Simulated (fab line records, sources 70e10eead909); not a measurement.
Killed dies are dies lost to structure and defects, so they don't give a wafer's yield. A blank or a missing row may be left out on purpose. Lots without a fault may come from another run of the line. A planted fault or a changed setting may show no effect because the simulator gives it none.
Tool commonality check | flow nand_harc | 12 lots, 36 wafers sampled

WHY IT WAS OPENED
At NHARC_P_M1_CD_MEAS_09 the reading cd_nm is flagged on 2 of 12 lots. Wafers without a fault read 130.0 nm, standard deviation 0.54.
Rule: a lot is flagged when every wafer of it that has a number lies more than 4 standard deviations from that mean, or none has a number. The other lots count as sound.

lot  | measured     | on        | cd_nm (nm), wafer by wafer | flag
L730 | day 5 10:26  | cd_sem-03 | 130.0 130.7 130.5          |
L731 | day 5 14:41  | cd_sem-02 | 130.7 130.7 129.4          |
L732 | day 6 00:33  | cd_sem-01 | 129.9 129.1 129.2          |
L736 | day 7 20:44  | cd_sem-03 | 122.0 121.6 121.7          | FLAGGED
L738 | day 8 10:26  | cd_sem-02 | 121.6 121.9 121.8          | FLAGGED
L745 | day 11 07:15 | cd_sem-01 | 129.4 129.3 129.3          |
L747 | day 12 15:15 | cd_sem-03 | 130.2 130.1 131.0          |
L748 | day 12 20:31 | cd_sem-01 | 130.0 129.2 129.7          |
L750 | day 13 11:09 | cd_sem-03 | 130.4 130.3 130.6          |
L749 | day 13 11:40 | cd_sem-03 | 131.2 130.7 130.8          |
L752 | day 14 10:19 | cd_sem-01 | 130.3 130.5 130.7          |
L753 | day 14 17:24 | cd_sem-01 | 129.8 130.0 129.9          |
The numbers of the flagged lots are 121.8 nm on average: -8.2 nm against the usual, or -15 standard deviations.

WHICH TOOL RAN EACH LOT
The record holds 1 process step before the reading, out of a route of 1302 steps. In each cell: the tool, then ch and the chambers that the sampled wafers went through, then the start.
lot  | flag    | NHARC_P_M1_PEB_07
L730 |         | litho_track-01 ch 0, day 5 10:22
L731 |         | litho_track-01 ch 0, day 5 14:36
L732 |         | litho_track-04 ch 0, day 6 00:28
L736 | FLAGGED | litho_track-01 ch 0, day 7 20:40
L738 | FLAGGED | litho_track-01 ch 0, day 8 10:22
L745 |         | litho_track-06 ch 0, day 11 07:10
L747 |         | litho_track-01 ch 0, day 12 15:11
L748 |         | litho_track-06 ch 0, day 12 20:26
L750 |         | litho_track-04 ch 0, day 13 11:04
L749 |         | litho_track-01 ch 0, day 13 11:35
L752 |         | litho_track-01 ch 0, day 14 10:14
L753 |         | litho_track-04 ch 0, day 14 17:19
What these steps do:
- NHARC_P_M1_PEB_07: peb time 65 s.
- NHARC_P_M1_CD_MEAS_09: target cd 130 nm.

FLAGGED OVER TOTAL, TOOL BY TOOL (the gauges that took the reading come last)
step                  | tool           | lots run | flagged | share of the flagged lots | sound lots run after its first flagged lot
NHARC_P_M1_PEB_07     | litho_track-01 | 7        | 2       | all                       | 3 (L747,L749,L752)
NHARC_P_M1_PEB_07     | litho_track-04 | 3        | 0       | none                      | -
NHARC_P_M1_PEB_07     | litho_track-06 | 2        | 0       | none                      | -
NHARC_P_M1_CD_MEAS_09 | cd_sem-01      | 5        | 0       | none                      | -
NHARC_P_M1_CD_MEAS_09 | cd_sem-02      | 2        | 1       | some                      | 0
NHARC_P_M1_CD_MEAS_09 | cd_sem-03      | 5        | 1       | some                      | 3 (L747,L750,L749)

WHAT THE TABLE ALLOWS
1 row of the table ran every flagged lot: litho_track-01 at NHARC_P_M1_PEB_07.
- litho_track-01 at NHARC_P_M1_PEB_07: 2 of its 7 lots flagged. Sound lots ran on it after the first flagged one (L747, L749, L752), which a lasting fault on the whole tool wouldn't allow. Its own readings lie more than 4 standard deviations out on every wafer of the flagged lots: heater_power_total_W, plate_temp_C.
No row of the table ran every flagged lot and no sound lot after the first.

WHAT THE SIMULATOR HAD PUT IN
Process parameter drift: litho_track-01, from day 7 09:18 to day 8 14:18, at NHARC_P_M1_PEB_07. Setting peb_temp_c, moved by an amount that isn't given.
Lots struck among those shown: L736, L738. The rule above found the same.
